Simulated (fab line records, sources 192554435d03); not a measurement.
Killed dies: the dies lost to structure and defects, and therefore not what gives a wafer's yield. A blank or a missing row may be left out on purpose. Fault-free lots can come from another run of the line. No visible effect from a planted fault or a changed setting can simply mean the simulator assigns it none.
8D (eight disciplines) problem report, filled in by code	flow n5-finfet	the parts of the form that need people (team, actions taken, sign-off) are left out

## 1. THE ISSUE
killed_at_M4_up at N5_PASSIVATION_PROBE_49 reads a mean of 105 on 6 wafers of 2 lots; wafers without a fault read 15 with a standard deviation of 5.6. Relative to the usual mean, that is a shift of +16 standard deviations.
First observed at day 20 08:33: wafer L639.1, on prober-02. The record has a number at this step for 6 wafers belonging to 2 lots. By rule, "out" or "out of limits" means more than 4 standard deviations away from the usual mean. The other wafers with a number count as sound.

## 2. WHAT IT IS, AND WHAT IT ISN'T
question	is	is not
which readings at this step	killed_at_M4_up	killed_at_M0_to_M3, killed-at-contacts, killed-at-front-end, killed-open, killed-short
which lots	L638, L639	-
which wafers of those lots	all that have a number	-
read on which tools	prober-02	-
when	from day 20 08:33	up to then (0 sound wafers)

## 3. THE SUSPECTS, EACH WITH WHAT RULES IT OUT
Counting: a tool at a process step up to the reading stays a suspect if it ran every lot that is out and no sound lot after the first of them.
- pvd-sputter-01 at N5_BEOL_M4_SPUTTER_96 (material Cu, target thk 4.5 nm, time 8.29 s): kept. It ran every lot that is out, first L639 (day 15 21:19), and no sound lot after that.
- prober-02 at N5_PASSIVATION_PROBE_49: kept. It ran every lot that is out, first L639 (day 20 08:33), and no sound lot after that. Out on those wafers are its own readings of killed_at_M4_up.
Left after counting: pvd-sputter-01 at N5_BEOL_M4_SPUTTER_96, prober-02 at N5_PASSIVATION_PROBE_49.

## 4. THE CAUSE (what the simulator had put in)
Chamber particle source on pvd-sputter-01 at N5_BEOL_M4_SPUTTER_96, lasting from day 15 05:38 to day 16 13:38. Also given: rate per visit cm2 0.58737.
This tool is one of the 2 suspects left after counting.

## 5. SEQUENCE OF EFFECTS, ordered by route
One row per reading whose mean, taken over the struck wafers that have a number, lies over 3 standard deviations from the usual. Scope: only readings with a usual standard deviation given in the record; hours: median across lots of the time from each lot's start at the first step in this table that gives one to its start at this step; sigmas: change in usual standard deviations.
hours	step	reading	usual	on struck wafers	change	sigmas
0	N5_PASSIVATION_PROBE_49	defect-limited-yield	90.8 %	84.4	-6.4	-3.7
0	N5_PASSIVATION_PROBE_49	killed_at_M4_up	15	105	+90	+16
0	N5_PASSIVATION_PROBE_49	killed-dies	109	184	+75	+3.7
0	N5_PASSIVATION_PROBE_49	sort_bin_5_function	5.4 %	9.8	+4.4	+4.0
0	N5_PASSIVATION_PROBE_49	sort-n-pass	1071	996	-75	-3.7
0	N5_PASSIVATION_PROBE_49	sort-yield-pct	90.8 %	84.4	-6.4	-3.7
Process steps it contains:
- N5_PASSIVATION_PROBE_49

## 6. HOW IT WOULD HAVE BEEN CAUGHT EARLIER
The fault began at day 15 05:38; the first out-of-limits reading in this record came at day 20 08:33, 123 hours later.
An alarm limit of 4 standard deviations would not have fired on the tool readings at N5_BEOL_M4_SPUTTER_96 for which the record gives a usual standard deviation, since none of them was out on any struck wafer.
By day 20 08:33, every lot that is out (2) had started N5_BEOL_M4_SPUTTER_96 on pvd-sputter-01. None of them would have been spared by holding the tool at that moment.
